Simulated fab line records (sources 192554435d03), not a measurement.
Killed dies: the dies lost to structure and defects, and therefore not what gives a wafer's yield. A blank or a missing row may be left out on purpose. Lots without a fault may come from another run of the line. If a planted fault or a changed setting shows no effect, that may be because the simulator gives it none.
Which tool did it? | flow n5-finfet | Sampling: 12 lots, 36 wafers, 2 of 1938 route steps

WHAT THE GAUGES READ, wafer by wafer
N5_MOL_CONTACT_COAG_OVL_MEAS_09.
lot  | measured     | on         | CA_OVL (nm)
L074 | day 5 05:22  | overlay-02 | 0.5 1.0 0.7
L077 | day 5 12:34  | overlay-02 | -1.1 -0.4 0.4
L079 | day 5 23:32  | overlay-02 | -0.5 -0.1 -0.2
L081 | day 6 12:49  | overlay-01 | -0.6 0.0 -0.1
L083 | day 7 02:21  | overlay-01 | -0.7 -1.2 0.0
L085 | day 7 13:31  | overlay-01 | 0.3 -0.2 -0.2
L087 | day 8 04:46  | overlay-02 | 0.2 -0.5 0.8
L089 | day 8 09:47  | overlay-01 | -0.4 0.9 0.2
L091 | day 9 03:13  | overlay-01 | -0.5 0.4 0.5
L093 | day 9 12:00  | overlay-01 | 0.1 0.7 0.0
L095 | day 9 22:15  | overlay-01 | -0.3 0.8 -0.3
L097 | day 10 14:49 | overlay-01 | -0.8 -0.8 -0.3

TOOL THAT RAN EACH LOT (tool first, then ch and the chambers of the sampled wafers, then the start)
lot  | N5_GATE_CUT_VAPOR_ETCH_49
L074 | rie-metal-01 ch 1, day 5 01:40
L077 | rie-metal-03 ch 0,1, day 5 09:12
L079 | rie-metal-03 ch 0,1, day 5 20:18
L081 | rie-metal-03 ch 0,1, day 6 09:04
L083 | rie-metal-01 ch 0,1, day 6 23:16
L085 | rie-metal-02 ch 0,1, day 7 10:25
L087 | rie-metal-02 ch 0,1, day 8 01:41
L089 | rie-metal-03 ch 0,1, day 8 06:39
L091 | rie-metal-02 ch 0,1, day 8 22:54
L093 | rie-metal-03 ch 0,1, day 9 08:55
L095 | rie-metal-02 ch 1, day 9 18:32
L097 | rie-metal-02 ch 1, day 10 11:40
- N5_GATE_CUT_VAPOR_ETCH_49: etches TiAlC in BCl3/Cl2.

THE ANSWER, worked out from the rows above alone
Rule: usual is defined by the lots themselves. Put in order of their means at a reading, lots are off if they are a third of the lots or fewer, leave a main group of 4 or more, and stand apart from it by a gap of 3 or more times the standard deviation of the main group's means; of several such gaps the widest counts. A main group whose means are all the same, to the digits that the tables above print for the reading, isn't used. A lot without any number at a reading at which 4 lots or more have one is off too. Where the step has rows for the other lots, those lots are counted as sound.
None of the lots is off at any reading shown; this tells nothing.

WHAT WAS PUT IN BY THE SIMULATOR
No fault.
